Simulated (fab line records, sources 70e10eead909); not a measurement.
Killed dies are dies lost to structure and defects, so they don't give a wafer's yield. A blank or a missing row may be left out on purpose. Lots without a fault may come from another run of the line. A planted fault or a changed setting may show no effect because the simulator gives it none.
fab line records | flow nand_harc | part 1 of 2: steps 1 to 27 of 37
record lots=5 wafers=15 last_day=24
route steps=1159 shown A_M1@1056 A_BONDPAD@1059 HYBRID_BOND@1094
lots that met no fault: from a run of the same line without faults
start_h: hours from the record's first day to the start of the lot's first wafer shown | wait_h: hours since the lot's step before | " the same as in the row above | L1.1+2: a row that stands for several wafers | - no value, or no start given | * or withheld: withheld | < > ~ a bound
route shown NAME@n: a module of which the file shows steps, and the number in the route of the first | usual: mean/standard deviation of fault-free wafers | same: alike in all rows | chamber/n: place in a boat | sites: the reading at each site | _std_site: their standard deviation | _edge_site: outer sites' mean less inner sites' | radius_mm: how far each site lies from the wafer's centre | mask NAME#n: copy n | behind: the tool/chamber that last shaped the wafer | hold: why the lot was held/for how many hours/how that ended | device: the transistor (n, p or np) that didn't switch | end of line: the same wafers' tests at the end of the route | a step without rows: its recipe alone | killed: dies lost to structure and defects at the first sort, not the wafer's yield | map: a wafer's dies, x killed, . not, _ none there
set.NAME: the setting as run; set.NAME@STEP: as run at that earlier step | model.NAME: the simulator's own value behind a step, which no gauge read
lots at some steps of the route; a table a step, a row a wafer
services: from which hour (start_h, from the record's first day; less than 0 if before it) a tool's chamber was out of use, for how many hours, and why
## steps
# step NHARC_A_M1_INSPECT_27
# usual raw_defect_count=436/140
# columns lot.wafer tool chamber start_h wait_h raw_defect_count
L080.2 defect_inspect-02 - 448.00 0.0 289
L080.3 " - " " 262
L080.4 " - " " 367
L085.2 defect_inspect-02 - 471.25 0.0 297
L085.3 " - " " 407
L085.4 " - " " 332
L084.1 defect_inspect-01 - 472.86 0.0 433
L084.3 " - " " 496
L084.6 " - " " 659
L091.2 defect_inspect-02 - 506.71 0.0 554
L091.4 " - " " 582
L091.5 " - " " 418
L095.1 defect_inspect-02 - 530.62 0.0 644
L095.4 " - " " 547
L095.6 " - " " 509
# step NHARC_A_M1_PRE_CLEAN_32
# recipe time_s=12 temp_c=370 rf_power_w=300 gas=NH3
# usual heater_power_w=656/76
# columns lot.wafer tool chamber start_h wait_h heater_power_w
L080.2 pecvd-01 2 448.07 0.1 716
L080.3 " 1 " " 663
L080.4 " 0 " " 598
L085.3 pecvd-01 0 471.31 0.1 545
L085.2 " 2 " " 813
L085.4 " 0 " " 553
L084.3 pecvd-03 0 472.93 0.1 607
L084.1 " 1 " " 632
L084.6 " 0 " " 602
L091.2 pecvd-01 0 506.78 0.1 653
L091.5 " 0 " " 660
L091.4 " 1 " " 666
L095.1 pecvd-01 2 530.71 0.1 800
L095.4 " 0 " " 612
L095.6 " 2 " " 810
# step NHARC_A_M1_DEP_33
# recipe target_thk_a=300 temp_c=370 target_thk_nm=30 pressure_torr=3 flow_sccm=200 rf_w=450 material=SiCN
# usual heater_power_w=605/66
# columns lot.wafer tool chamber start_h wait_h heater_power_w
L080.2 pecvd-01 2 448.15 0.1 681
L080.3 " 1 " " 589
L080.4 " 0 " " 605
L085.3 pecvd-01 0 471.39 0.1 611
L085.2 " 2 " " 679
L085.4 " 0 " " 625
L084.3 pecvd-03 0 473.00 0.1 487
L084.1 " 1 " " 565
L084.6 " 0 " " 498
L091.2 pecvd-01 0 506.86 0.1 590
L091.5 " 0 " " 581
L091.4 " 1 " " 542
L095.1 pecvd-01 2 530.85 0.1 767
L095.4 " 0 " " 508
L095.6 " 2 " " 755
# step NHARC_A_BONDPAD_DEP_00
# recipe target_thk_a=2500 temp_c=370 target_thk_nm=250 pressure_torr=3 flow_sccm=200 rf_w=450 material=SiCN
# usual heater_power_w=610/59
# columns lot.wafer tool chamber start_h wait_h heater_power_w
L080.3 pecvd-02 1 448.74 - 627
L080.2 " 2 " " 615
L080.4 " 1 " " 633
L085.2 pecvd-04 0 471.95 - 593
L085.3 " 2 " " 696
L085.4 " 2 " " 707
L084.1 pecvd-04 2 473.56 - 710
L084.3 " 1 " " 532
L084.6 " 1 " " 534
L091.2 pecvd-04 0 507.41 - 685
L091.5 " 0 " " 529
L091.4 " 2 " " 700
L095.1 pecvd-02 1 531.36 - 611
L095.6 " 1 " " 618
L095.4 " 2 " " 573
# step NHARC_A_BONDPAD_CMP_29
# recipe target_thk_nm=200 material=SiCN
# usual motor_current_A=12.1/1.2 retaining_ring_pressure_frac=1.000/0.0054 slurry_filter_dp_kPa=13.51/0.13
# columns lot.wafer tool chamber start_h wait_h motor_current_A retaining_ring_pressure_frac slurry_filter_dp_kPa
L080.4 cmp-04 1 449.10 - 15.2 0.997 13.32
L080.3 " 2 " " 12.4 0.999 13.62
L080.2 " 0 " " 11.9 1.002 13.39
L085.3 cmp-01 3 472.36 - 11.1 0.996 13.56
L085.4 " 0 " " 12.6 0.996 13.65
L085.2 " 1 " " 11.1 0.990 13.63
L084.1 cmp-04 2 473.99 - 12.9 1.004 13.70
L084.3 " 3 " " 11.2 0.998 13.46
L084.6 " 2 " " 13.0 0.999 13.27
L091.2 cmp-01 2 507.82 - 10.0 0.997 13.22
L091.4 " 1 " " 11.4 1.005 13.43
L091.5 " 2 " " 11.1 0.997 13.38
L095.4 cmp-03 1 531.74 - 13.1 1.006 13.51
L095.1 " 2 " " 11.2 0.998 13.74
L095.6 " 1 " " 13.2 1.008 13.63
# step NHARC_A_BONDPAD_THK_MEAS_30
# recipe thk_meas_gauge=ellipsometry
# usual thk_nm=200.2/1.5
# columns lot.wafer tool chamber start_h wait_h thk_nm
L080.2 film_metro-01 - 449.36 0.2 201.4
L080.3 " - " " 200.2
L080.4 " - " " 198.7
L085.2 film_metro-01 - 472.61 0.2 201.7
L085.3 " - " " 200.0
L085.4 " - " " 202.6
L084.1 film_metro-02 - 474.21 0.2 200.4
L084.3 " - " " 200.4
L084.6 " - " " 198.2
L091.2 film_metro-02 - 508.08 0.2 200.6
L091.4 " - " " 198.9
L091.5 " - " " 202.2
L095.1 film_metro-01 - 531.97 0.2 197.5
L095.4 " - " " 200.4
L095.6 " - " " 199.4
# step NHARC_A_BONDPAD_SRD_31
# columns lot.wafer tool chamber start_h wait_h
L080.4+3+2 wet_bench-08 4,6,1 449.40 0.0
L085.4+2+3 wet_bench-10 2,5,7 472.65 0.0
L084.6+1+3 wet_bench-08 4,7,0 474.25 0.0
L091.5+4+2 wet_bench-08 0,1,4 508.12 0.0
L095.6+4+1 wet_bench-08 0,1,2 532.02 0.0
# step NHARC_A_BONDPAD_DEHYDRATE_01
# recipe temp_c=150 time_s=120
# columns lot.wafer tool chamber start_h wait_h
L080.2+3+4 litho_track-05 0 449.48 0.1
L085.2+3+4 litho_track-03 0 472.73 0.1
L084.1+3+6 litho_track-05 0 474.34 0.1
L091.2+4+5 litho_track-02 0 508.20 0.1
L095.1+4+6 litho_track-03 0 532.09 0.1
# step NHARC_A_BONDPAD_HMDS_02
# recipe time_s=30
# columns lot.wafer tool chamber start_h wait_h
L080.2+3+4 litho_track-05 0 - -
L085.2+3+4 litho_track-03 0 - -
L084.1+3+6 litho_track-05 0 - -
L091.2+4+5 litho_track-02 0 - -
L095.1+4+6 litho_track-03 0 - -
# step NHARC_A_BONDPAD_COAT_33
# recipe temp_c=200 time_s=65
# columns lot.wafer tool chamber start_h wait_h
L080.2+3+4 litho_track-05 0 - -
L085.2+3+4 litho_track-03 0 - -
L084.1+3+6 litho_track-05 0 - -
L091.2+4+5 litho_track-02 0 - -
L095.1+4+6 litho_track-03 0 - -
# step NHARC_A_BONDPAD_COAT_03
# recipe spin_rpm=2000 resist_thk_nm=600
# columns lot.wafer tool chamber start_h wait_h
L080.2+3+4 litho_track-05 0 - -
L085.2+3+4 litho_track-03 0 - -
L084.1+3+6 litho_track-05 0 - -
L091.2+4+5 litho_track-02 0 - -
L095.1+4+6 litho_track-03 0 - -
# step NHARC_A_BONDPAD_SOFTBAKE_04
# recipe temp_c=125 time_s=70
# columns lot.wafer tool chamber start_h wait_h
L080.2+3+4 litho_track-05 0 - -
L085.2+3+4 litho_track-03 0 - -
L084.1+3+6 litho_track-05 0 - -
L091.2+4+5 litho_track-02 0 - -
L095.1+4+6 litho_track-03 0 - -
# step NHARC_A_BONDPAD_EBR_05
# columns lot.wafer tool chamber start_h wait_h
L080.2+3+4 litho_track-05 0 - -
L085.2+3+4 litho_track-03 0 - -
L084.1+3+6 litho_track-05 0 - -
L091.2+4+5 litho_track-02 0 - -
L095.1+4+6 litho_track-03 0 - -
# step NHARC_A_BONDPAD_EXPOSE_06
# recipe na=0.55 dose_mj=36.99 mask_id=A_BPAD
# columns lot.wafer tool chamber start_h wait_h mask
L080.2+3+4 krf_scanner-03 0 449.65 - A_BPAD#0
L085.2+3+4 krf_scanner-01 0 473.02 - A_BPAD#0
L084.1+3+6 krf_scanner-03 0 474.63 - A_BPAD#0
L091.2+4+5 krf_scanner-02 0 508.50 - A_BPAD#0
L095.1+4+6 krf_scanner-03 0 532.26 - A_BPAD#0
# step NHARC_A_BONDPAD_PEB_07
# recipe peb_temp_c=128 peb_time_s=80
# columns lot.wafer tool chamber start_h wait_h
L080.2+3+4 litho_track-05 0 449.71 0.1
L085.2+3+4 litho_track-02 0 473.09 0.1
L084.1+3+6 litho_track-02 0 474.69 0.1
L091.2+4+5 litho_track-02 0 508.56 0.1
L095.1+4+6 litho_track-02 0 532.32 0.1
# step NHARC_A_BONDPAD_DEVELOP_08
# recipe time_s=50 dev_temp_c=22
# usual developer_temp_C=22.01/0.1
# columns lot.wafer tool chamber start_h wait_h developer_temp_C
L080.2 litho_track-05 0 - - 22.05
L080.3 " 0 " " 22.06
L080.4 " 0 " " 22.07
L085.2 litho_track-02 0 - - 22.32
L085.3 " 0 " " 22.03
L085.4 " 0 " " 21.97
L084.1 litho_track-02 0 - - 21.85
L084.3 " 0 " " 21.91
L084.6 " 0 " " 21.83
L091.2 litho_track-02 0 - - 22.16
L091.4 " 0 " " 21.97
L091.5 " 0 " " 22.05
L095.1 litho_track-02 0 - - 22.06
L095.4 " 0 " " 21.95
L095.6 " 0 " " 21.93
# step NHARC_A_BONDPAD_CD_MEAS_09
# recipe target_cd_nm=500 landing_energy_ev=500
# usual cd_nm=499.9/1.4
# columns lot.wafer tool chamber start_h wait_h cd_nm
L080.2 cd_sem-03 0 449.80 - 497.4
L080.3 " 0 " " 496.7
L080.4 " 0 " " 499.2
L085.2 cd_sem-03 0 473.19 - 502.4
L085.3 " 0 " " 499.1
L085.4 " 0 " " 502.1
L084.1 cd_sem-02 0 474.78 - 500.1
L084.3 " 0 " " 500.0
L084.6 " 0 " " 501.8
L091.2 cd_sem-01 0 508.64 - 499.4
L091.4 " 0 " " 498.8
L091.5 " 0 " " 499.4
L095.1 cd_sem-03 0 532.41 - 497.9
L095.4 " 0 " " 498.7
L095.6 " 0 " " 500.1
# step NHARC_A_BONDPAD_OVL_MEAS_35
# usual overlay_x_nm=-1/4.4 overlay_y_nm=1/5.8
# columns lot.wafer tool chamber start_h wait_h overlay_x_nm overlay_y_nm
L080.2 overlay-02 - 449.89 - -3 0
L080.3 " - " " -2 -1
L080.4 " - " " -2 -1
L085.2 overlay-02 - 473.27 - 3 -2
L085.3 " - " " 3 -2
L085.4 " - " " 3 -2
L084.1 overlay-01 - 474.87 - -3 4
L084.3 " - " " -3 4
L084.6 " - " " -2 4
L091.2 overlay-02 - 508.73 - 6 2
L091.4 " - " " 5 2
L091.5 " - " " 6 2
L095.1 overlay-02 - 532.50 - -3 -2
L095.4 " - " " -4 -2
L095.6 " - " " -4 -2
# step NHARC_A_BONDPAD_HARDBAKE_10
# recipe temp_c=118 time_s=65
# columns lot.wafer tool chamber start_h wait_h
L080.2+3+4 litho_track-03 0 449.94 0.0
L085.2+3+4 litho_track-05 0 473.32 0.0
L084.1+3+6 litho_track-02 0 474.92 0.0
L091.2+4+5 litho_track-02 0 508.78 0.0
L095.1+4+6 litho_track-03 0 532.55 0.0
# step NHARC_A_BONDPAD_DESCUM_11
# recipe time_s=3 o2_flow_sccm=200 ar_flow_sccm=0 bias_power_w=0 chemistry=O2
# usual drypump_motor_current_A=5.9/0.39 oes_product_au=1.001/0.007 rf_vpp_V=57.8/0.85 showerhead_plenum_p_Torr=1.93/0.056 throttle_valve_pct=11.312/0.0093
# columns lot.wafer tool chamber start_h wait_h drypump_motor_current_A oes_product_au rf_hours_counter_h rf_vpp_V showerhead_plenum_p_Torr throttle_valve_pct
L080.3 rie_diel-12 2 450.02 - 6.4 1.003 2 58.6 1.91 11.310
L080.4 " 0 " " 6.3 1.005 2 57.2 2.03 11.303
L080.2 " 1 " " 5.6 1.005 2 57.7 1.92 11.320
L085.2 rie_diel-09 3 473.39 - 6.3 1.001 6 58.0 1.87 11.327
L085.3 " 1 " " 6.0 0.997 6 58.2 1.84 11.295
L085.4 " 2 " " 6.1 1.000 6 58.5 1.98 11.313
L084.3 rie_diel-12 1 475.01 - 5.6 1.001 3 59.2 1.92 11.317
L084.1 " 2 " " 6.4 1.006 3 55.8 1.91 11.318
L084.6 " 0 " " 6.3 1.006 - 58.9 2.03 11.309
L091.2 rie_diel-12 3 508.86 - 5.5 0.999 4 56.3 1.91 11.296
L091.4 " 3 " " 5.5 1.008 - 58.1 1.91 11.319
L091.5 " 0 " " 6.3 0.999 - 57.7 2.03 11.308
L095.4 rie_diel-12 2 532.62 - 6.4 1.001 5 56.7 1.91 11.315
L095.1 " 0 " " 6.3 1.002 5 57.9 2.03 11.316
L095.6 " 3 " " 5.5 1.001 - 58.4 1.91 11.300
# step NHARC_A_BONDPAD_ETCH_34
# recipe target_depth_a=600 overetch_a=180 time_s=65.91 ion_energy_ev=200 n2_flow_sccm=150 h2_flow_sccm=150 ar_flow_sccm=0 rf_w=400 bias_w=150 chemistry=N2/H2
# usual drypump_motor_current_A=5.9/0.4 oes_product_au=1.001/0.0064 rf_vpp_V=431.1/1.9 showerhead_plenum_p_Torr=2.06/0.06 throttle_valve_pct=14.171/0.0087
# columns lot.wafer tool chamber start_h wait_h drypump_motor_current_A oes_product_au rf_hours_counter_h rf_vpp_V showerhead_plenum_p_Torr throttle_valve_pct
L080.2 rie_diel-12 2 450.10 0.1 6.4 0.999 2 430.2 2.04 14.172
L080.3 " 0 " " 6.3 1.001 2 435.9 2.17 14.170
L080.4 " 1 " " 5.5 1.006 2 430.9 2.05 14.162
L085.4 rie_diel-09 1 473.48 0.1 6.0 1.006 6 429.4 1.96 14.179
L085.3 " 2 " " 6.1 0.997 6 432.6 2.11 14.164
L085.2 " 3 " " 6.3 0.998 6 430.1 1.99 14.160
L084.3 rie_diel-12 1 475.09 0.1 5.6 1.014 3 431.4 2.04 14.168
L084.1 " 2 " " 6.4 1.008 3 431.0 2.04 14.178
L084.6 " 0 " " 6.3 0.998 - 433.1 2.17 14.163
L091.2 rie_diel-12 0 508.96 0.1 6.3 1.008 4 432.7 2.17 14.172
L091.4 " 0 " " 6.4 1.015 - 432.0 2.17 14.177
L091.5 " 1 " " 5.6 1.007 - 430.2 2.04 14.180
L095.1 rie_diel-12 3 532.71 0.1 5.5 1.002 6 432.1 2.04 14.174
L095.4 " 0 " " 6.3 0.994 5 433.7 2.17 14.177
L095.6 " 0 " " 6.3 0.992 - 433.9 2.17 14.161
# step NHARC_A_BONDPAD_ETCH_12
# recipe target_depth_a=2200 time_s=110 chf3_flow_sccm=50 o2_flow_sccm=10 ar_flow_sccm=200 rf_w=500 bias_w=200 chemistry=CHF3/O2
# usual drypump_motor_current_A=5.9/0.39 oes_product_au=0.950/0.024 rf_vpp_V=371.2/1.7 showerhead_plenum_p_Torr=2.43/0.068 throttle_valve_pct=20.571/0.01
# columns lot.wafer tool chamber start_h wait_h drypump_motor_current_A oes_product_au rf_hours_counter_h rf_vpp_V showerhead_plenum_p_Torr throttle_valve_pct
L080.4 rie_diel-12 0 - - 6.3 0.977 2 372.6 2.54 20.565
L080.3 " 1 " " 5.6 0.980 2 370.9 2.41 20.586
L080.2 " 3 " " 5.5 0.964 2 370.7 2.40 20.575
L085.3 rie_diel-09 0 - - 5.4 0.917 5 370.9 2.47 20.575
L085.2 " 1 " " 6.0 0.919 6 369.4 2.31 20.588
L085.4 " 2 " " 6.1 0.917 6 370.7 2.48 20.570
L084.1 rie_diel-12 3 - - 5.6 0.955 3 369.6 2.40 20.570
L084.3 " 2 " " 6.5 0.977 3 371.0 2.40 20.583
L084.6 " 3 " " 5.5 0.965 - 369.5 2.40 20.573
L091.2 rie_diel-12 3 - - 5.5 0.957 5 371.2 2.40 20.556
L091.5 " 3 " " 5.5 0.964 - 369.9 2.40 20.575
L091.4 " 0 " " 6.3 0.959 - 373.8 2.54 20.566
L095.1 rie_diel-12 2 - - 6.4 0.969 5 370.7 2.40 20.557
L095.4 " 3 " " 5.5 0.972 6 370.9 2.40 20.573
L095.6 " 1 " " 5.6 0.990 - 368.8 2.41 20.562
# step NHARC_A_BONDPAD_CD_MEAS_13
# usual cd_nm=499.6/1.5
# columns lot.wafer tool chamber start_h wait_h cd_nm
L080.2 cd_sem-01 - 450.34 - 497.3
L080.3 " - " " 496.0
L080.4 " - " " 500.1
L085.2 cd_sem-02 - 473.71 - 502.3
L085.3 " - " " 498.2
L085.4 " - " " 500.9
L084.1 cd_sem-01 - 475.31 - 500.0
L084.3 " - " " 500.9
L084.6 " - " " 502.1
L091.2 cd_sem-02 - 509.22 - 500.1
L091.4 " - " " 498.4
L091.5 " - " " 499.8
L095.1 cd_sem-01 - 532.94 - 497.4
L095.4 " - " " 498.3
L095.6 " - " " 500.2
# step NHARC_A_BONDPAD_STRIP_15
# recipe o2_flow_sccm=500 ar_flow_sccm=0 bias_w=0 chemistry=O2
# usual drypump_motor_current_A=6.0/0.38 oes_product_au=1.000/0.0079 rf_vpp_V=57.9/0.93 showerhead_plenum_p_Torr=3.55/0.1 throttle_valve_pct=17.036/0.0088
# columns lot.wafer tool chamber start_h wait_h drypump_motor_current_A oes_product_au rf_hours_counter_h rf_vpp_V showerhead_plenum_p_Torr throttle_valve_pct
L080.4 rie_diel-12 3 450.44 0.1 5.5 1.005 2 57.8 3.53 17.030
L080.2 " 0 " " 6.3 1.008 2 57.2 3.73 17.053
L080.3 " 1 " " 5.6 1.006 2 57.4 3.54 17.022
L085.2 rie_diel-12 1 473.78 0.1 5.6 1.009 3 57.3 3.54 17.045
L085.3 " 2 " " 6.4 1.006 3 57.3 3.52 17.044
L085.4 " 3 " " 5.5 0.992 3 59.3 3.52 17.027
L084.1 rie_diel-09 1 475.38 0.1 6.0 1.002 6 57.8 3.40 17.029
L084.3 " 2 " " 6.1 0.993 6 56.5 3.64 17.055
L084.6 " 1 " " 6.0 1.008 - 58.0 3.40 17.036
L091.2 rie_diel-12 1 509.31 0.1 5.6 0.996 4 59.5 3.53 17.064
L091.4 " 0 " " 6.3 0.997 - 58.1 3.73 17.032
L091.5 " 1 " " 5.6 0.994 - 59.3 3.53 17.034
L095.1 rie_diel-12 3 533.01 0.1 5.5 0.999 6 58.7 3.52 17.033
L095.4 " 1 " " 5.6 1.004 6 57.4 3.54 17.027
L095.6 " 3 " " 5.5 1.003 - 57.2 3.52 17.037
# step NHARC_A_BONDPAD_ETCH_24
# recipe target_depth_a=300 over_etch_frac=0.3 time_s=72.99 ion_energy_ev=150 cf4_flow_sccm=50 n2_flow_sccm=100 ar_flow_sccm=150 rf_w=300 bias_w=100 chemistry=CF4/N2
# usual drypump_motor_current_A=6.0/0.38 oes_product_au=1.000/0.0079 rf_vpp_V=314.4/1.5 showerhead_plenum_p_Torr=2.65/0.075 throttle_valve_pct=19.795/0.0084
# columns lot.wafer tool chamber start_h wait_h drypump_motor_current_A oes_product_au rf_hours_counter_h rf_vpp_V showerhead_plenum_p_Torr throttle_valve_pct
L080.2 rie_diel-12 1 - - 5.5 1.000 2 314.8 2.63 19.808
L080.3 " 2 " " 6.5 1.001 2 314.4 2.62 19.802
L080.4 " 0 " " 6.3 1.011 2 316.6 2.78 19.797
L085.4 rie_diel-12 3 - - 5.5 1.005 3 315.2 2.62 19.790
L085.3 " 0 " " 6.3 1.003 3 315.7 2.78 19.796
L085.2 " 1 " " 5.6 1.009 3 315.0 2.63 19.785
L084.1 rie_diel-09 2 - - 6.1 0.998 6 317.2 2.71 19.802
L084.3 " 0 " " 5.4 0.991 5 316.4 2.70 19.794
L084.6 " 3 " " 6.3 1.003 - 312.0 2.57 19.800
L091.2 rie_diel-12 3 509.48 0.1 5.5 1.004 5 314.5 2.62 19.794
L091.4 " 1 " " 5.6 0.999 4 314.3 2.63 19.782
L091.5 " 2 " " 6.4 0.997 - 313.9 2.62 19.806
L095.4 rie_diel-12 3 - - 5.5 0.999 6 314.6 2.62 19.781
L095.1 " 0 " " 6.4 1.000 6 316.6 2.78 19.779
L095.6 " 3 " " 5.5 1.001 - 314.6 2.62 19.795
# step NHARC_A_BONDPAD_STRIP_16
# recipe time_s=600 temp_c=30 chemistry=post_etch_residue_remover
# columns lot.wafer tool chamber start_h wait_h
L080.2+3+4 wet_bench-10 3,5,7 450.71 -
L085.4+3+2 wet_bench-10 6,7,0 474.09 -
L084.1+6+3 wet_bench-10 0,3,4 475.66 -
L091.4+2+5 wet_bench-10 1,3,4 509.60 -
L095.4+6+1 wet_bench-08 7,1,3 533.30 -
# step NHARC_A_BONDPAD_DEGAS_25
# recipe temp_c=300 time_s=60
# usual heater_power_w=468/48
# columns lot.wafer tool chamber start_h wait_h heater_power_w
L080.4 pvd_sputter-02 - 450.98 - 482
L080.2 " - " " 414
L080.3 " - " " 508
L085.2 pvd_sputter-01 - 474.33 - 546
L085.4 " - " " 451
L085.3 " - " " 517
L084.3 pvd_sputter-01 - 475.94 - 411
L084.1 " - " " 545
L084.6 " - " " 446
L091.4 pvd_sputter-02 - 509.88 - 469
L091.2 " - " " 407
L091.5 " - " " 458
L095.1 pvd_sputter-01 - 533.56 - 436
L095.4 " - " " 540
L095.6 " - " " 443
